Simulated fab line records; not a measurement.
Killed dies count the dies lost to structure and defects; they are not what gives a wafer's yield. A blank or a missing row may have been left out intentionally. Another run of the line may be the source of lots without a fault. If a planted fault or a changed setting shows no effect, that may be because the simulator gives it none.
What tool caused it? | flow nandHarc | Sampling: 12 lots, 36 wafers, 5 of 1302 route steps

WHAT THE GAUGES SHOWED, per wafer
No reading from a measuring or inspecting step in the record can be judged against a usual standard deviation.

EACH LOT AND THE TOOL THAT RAN IT (in order: tool; ch and the chambers of the sampled wafers; start)
lot  | NHARC_P_CONTACT_DEP_00                     | NHARC_P_CONTACT_PVD_32                 | NHARC_P_CONTACT_ALD_22             | NHARC_P_CONTACT_CVD_23       | NHARC_P_CONTACT_CMP_24
L189 | pecvd-04 ch 0,2, day 6 08:47 or earlier    | pvdSputter-01, day 6 08:47 or earlier  | aldMetal-04 ch 0,1, day 6 08:47    | cvdW-02 ch 0,1, day 6 08:59  | cmp-01 ch 0,1,2, day 6 09:38
L191 | pecvd-04 ch 0,1,2, day 6 23:26 or earlier  | pvdSputter-01, day 6 23:26 or earlier  | aldMetal-04 ch 0,2,3, day 6 23:26  | cvdW-01 ch 0,1, day 6 23:46  | cmp-02 ch 0,3, day 7 00:15
L193 | pecvd-03 ch 0,2, day 7 23:39 or earlier    | pvdSputter-02, day 7 23:39 or earlier  | aldMetal-04 ch 1,2,3, day 7 23:39  | cvdW-01 ch 0,1, day 7 23:50  | cmp-03 ch 0,2,3, day 8 00:29
L195 | pecvd-04 ch 0,1,2, day 8 15:55 or earlier  | pvdSputter-02, day 8 15:55 or earlier  | aldMetal-01 ch 0,2,3, day 8 15:55  | cvdW-02 ch 0,1, day 8 16:04  | cmp-01 ch 1,3, day 8 16:43
L197 | pecvd-04 ch 0,1,2, day 9 13:50 or earlier  | pvdSputter-01, day 9 13:50 or earlier  | aldMetal-04 ch 0,1, day 9 13:50    | cvdW-02 ch 0, day 9 14:08    | cmp-03 ch 1,2,3, day 9 14:42
L199 | pecvd-03 ch 0,1,2, day 10 13:58 or earlier | pvdSputter-03, day 10 13:58 or earlier | aldMetal-03 ch 0,2,3, day 10 13:58 | cvdW-02 ch 0, day 10 14:15   | cmp-01 ch 0,3, day 10 14:48
L203 | pecvd-03 ch 1,2, day 12 02:29 or earlier   | pvdSputter-02, day 12 02:29 or earlier | aldMetal-04 ch 0,3, day 12 02:29   | cvdW-01 ch 0,1, day 12 02:40 | cmp-02 ch 1,2, day 12 03:20
L204 | pecvd-02 ch 1,2, day 12 21:14 or earlier   | pvdSputter-01, day 12 21:14 or earlier | aldMetal-01 ch 0,2,3, day 12 21:14 | cvdW-01 ch 0,1, day 12 21:32 | cmp-02 ch 1,2,3, day 12 22:06
L206 | pecvd-03 ch 1,2, day 13 06:41 or earlier   | pvdSputter-01, day 13 06:41 or earlier | aldMetal-04 ch 2,3, day 13 06:41   | cvdW-01 ch 0, day 13 06:53   | cmp-02 ch 0,1,2, day 13 07:35
L207 | pecvd-03 ch 0,1, day 13 20:09 or earlier   | pvdSputter-02, day 13 20:09 or earlier | aldMetal-04 ch 0,2,3, day 13 20:09 | cvdW-01 ch 0,1, day 13 20:31 | cmp-02 ch 0,3, day 13 20:59
L209 | pecvd-04 ch 0,1,2, day 14 12:09 or earlier | pvdSputter-01, day 14 12:09 or earlier | aldMetal-01 ch 0,2,3, day 14 12:09 | cvdW-01 ch 0,1, day 14 12:34 | cmp-02 ch 0,1,3, day 14 13:02
L208 | pecvd-03 ch 0,1, day 14 12:28 or earlier   | pvdSputter-03, day 14 12:28 or earlier | aldMetal-04 ch 0,2,3, day 14 12:28 | cvdW-02 ch 0,1, day 14 12:45 | cmp-01 ch 0,2,3, day 14 13:19
- NHARC_P_CONTACT_DEP_00: deposits SiO2, target thk 500 nm.
- NHARC_P_CONTACT_PVD_32: deposits Ti, target thk 5 nm, time 17.7 s.
- NHARC_P_CONTACT_ALD_22: deposits TiN, target thk 3 nm, pulse time 1 s, ald cycles 150.
- NHARC_P_CONTACT_CVD_23: deposits W, target thk 200 nm, time 557 s.
- NHARC_P_CONTACT_CMP_24: polishes, t overpolish 30 s, target thk 200 nm.

WHAT THE TOOLS THEMSELVES READ (means of the sampled wafers that have a number; where no wafer has one, the mark that the record gives instead)
NHARC_P_CONTACT_DEP_00. Usual: heaterPowerW 526 W, standard deviation 72; throttleValvePct 16.0 %, standard deviation 0.55.
lot  | tool     | heaterPowerW (W) | throttleValvePct (%) | flag
L189 | pecvd-04 | 566              | 16.3                 | 
L191 | pecvd-04 | 524              | 16.2                 | 
L193 | pecvd-03 | 501              | 16.1                 | 
L195 | pecvd-04 | 550              | 16.3                 | 
L197 | pecvd-04 | 531              | 16.5                 | 
L199 | pecvd-03 | 585              | 15.6                 | 
L203 | pecvd-03 | 597              | 15.4                 | 
L204 | pecvd-02 | 453              | 15.8                 | 
L206 | pecvd-03 | 563              | 15.4                 | 
L207 | pecvd-03 | 483              | 15.9                 | 
L209 | pecvd-04 | 555              | 16.1                 | 
L208 | pecvd-03 | 470              | 16.1                 | 

NHARC_P_CONTACT_PVD_32. Usual: cathodeDcPowerW 5000.0 W, standard deviation 0.97; throttleValvePct 30.4 %, standard deviation 0.8.
lot  | tool          | cathodeDcPowerW (W) | throttleValvePct (%) | flag
L189 | pvdSputter-01 | 5000.8              | 30.8                 | 
L191 | pvdSputter-01 | 4999.7              | 30.5                 | 
L193 | pvdSputter-02 | 5000.0              | 30.4                 | 
L195 | pvdSputter-02 | 5000.2              | 30.8                 | 
L197 | pvdSputter-01 | 5000.1              | 31.0                 | 
L199 | pvdSputter-03 | 5001.1              | 28.9                 | 
L203 | pvdSputter-02 | 5000.1              | 30.8                 | 
L204 | pvdSputter-01 | 4999.6              | 30.8                 | 
L206 | pvdSputter-01 | 5000.4              | 30.5                 | 
L207 | pvdSputter-02 | 4998.8              | 29.9                 | 
L209 | pvdSputter-01 | 5000.2              | 30.9                 | 
L208 | pvdSputter-03 | 5000.5              | 29.7                 | 

NHARC_P_CONTACT_ALD_22. Usual: heaterPowerW 1102 W, standard deviation 130; precursorPulseHeightRel 0.999, standard deviation 0.021.
lot  | tool        | heaterPowerW (W) | precursorPulseHeightRel | flag
L189 | aldMetal-04 | 1240             | 1.005                   | 
L191 | aldMetal-04 | 1136             | 0.996                   | 
L193 | aldMetal-04 | 1124             | 1.004                   | 
L195 | aldMetal-01 | 1074             | 0.997                   | 
L197 | aldMetal-04 | 1247             | 0.996                   | 
L199 | aldMetal-03 | 1014             | 0.986                   | 
L203 | aldMetal-04 | 1044             | 0.983                   | 
L204 | aldMetal-01 | 1088             | 1.001                   | 
L206 | aldMetal-04 | 1129             | 1.007                   | 
L207 | aldMetal-04 | 1143             | 0.990                   | 
L209 | aldMetal-01 | 1087             | 0.972                   | 
L208 | aldMetal-04 | 1132             | 1.003                   | 

NHARC_P_CONTACT_CVD_23. Usual: heaterPowerW 465 W, standard deviation 52; throttleValvePct 7.76 %, standard deviation 0.27.
lot  | tool    | heaterPowerW (W) | throttleValvePct (%) | flag
L189 | cvdW-02 | 463              | 7.48                 | 
L191 | cvdW-01 | 456              | 7.95                 | 
L193 | cvdW-01 | 493              | 7.95                 | 
L195 | cvdW-02 | 456              | 7.62                 | 
L197 | cvdW-02 | 486              | 7.79                 | 
L199 | cvdW-02 | 482              | 7.80                 | 
L203 | cvdW-01 | 491              | 7.70                 | 
L204 | cvdW-01 | 487              | 7.94                 | 
L206 | cvdW-01 | 529              | 8.10                 | 
L207 | cvdW-01 | 456              | 7.80                 | 
L209 | cvdW-01 | 489              | 8.09                 | 
L208 | cvdW-02 | 455              | 7.41                 | 

NHARC_P_CONTACT_CMP_24. Usual: motorCurrentA 12.3 A, standard deviation 1.3; overpolishRunS 30.001 s, standard deviation 0.009; retainingRingPressureFrac 0.999, standard deviation 0.0051; slurryFlowMlMin 150.0, standard deviation 0.44; timeToEndpointS 40.4 s, standard deviation 2.8.
lot  | tool   | motorCurrentA (A) | overpolishRunS (s) | retainingRingPressureFrac | slurryFlowMlMin | timeToEndpointS (s) | flag
L189 | cmp-01 | 12.7              | 30.002             | 0.996                     | 150.4           | 39.1                | 
L191 | cmp-02 | 12.2              | 29.992             | 1.003                     | 149.9           | 37.6                | 
L193 | cmp-03 | 12.3              | 30.004             | 1.000                     | 150.0           | 43.2                | 
L195 | cmp-01 | 12.9              | 29.999             | 0.995                     | 149.8           | 40.9                | 
L197 | cmp-03 | 12.8              | 30.012             | 0.993                     | 150.1           | 58.4                | OFF
L199 | cmp-01 | 12.3              | 30.001             | 0.999                     | 150.0           | 53.3                | OFF
L203 | cmp-02 | 12.8              | 30.005             | 0.994                     | 149.9           | 43.2                | 
L204 | cmp-02 | 12.4              | 30.000             | 0.996                     | 150.3           | 42.0                | 
L206 | cmp-02 | 11.9              | 29.997             | 1.001                     | 150.2           | 41.3                | 
L207 | cmp-02 | 11.7              | 30.000             | 1.004                     | 149.7           | 40.5                | 
L209 | cmp-02 | 12.6              | 29.989             | 1.001                     | 150.4           | 44.0                | 
L208 | cmp-01 | 11.8              | 30.000             | 0.999                     | 150.3           | 42.3                | 

THE ANSWER, worked out from the rows above alone
Rule: a lot counts as off when the mean over its wafers that have a number is more than 3 standard deviations away from the usual mean. Also off: a lot with no number at a reading for which 4 or more lots have one. Any other lot the step has rows for is counted as sound. First the gauges in route order, then the tools' own readings, where a lot's mean is used as printed above. At the first step where some lot is off, the reading lying furthest off is the one used; lots without a number count as furthest.
Off: L197, L199, at NHARC_P_CONTACT_CMP_24 (timeToEndpointS).
If a tool, at that step or one of the process steps before it, ran each lot that is off and ran no sound lot following the first of them, it fits. NHARC_P_CONTACT_DEP_00 gives no start for some lots, so the hours and the order of its lots are those of NHARC_P_CONTACT_ALD_22. NHARC_P_CONTACT_PVD_32 gives no start for some lots, so the hours and the order of its lots are those of NHARC_P_CONTACT_ALD_22. None of those tried fits.

WHAT THE SIMULATOR HAD INSERTED
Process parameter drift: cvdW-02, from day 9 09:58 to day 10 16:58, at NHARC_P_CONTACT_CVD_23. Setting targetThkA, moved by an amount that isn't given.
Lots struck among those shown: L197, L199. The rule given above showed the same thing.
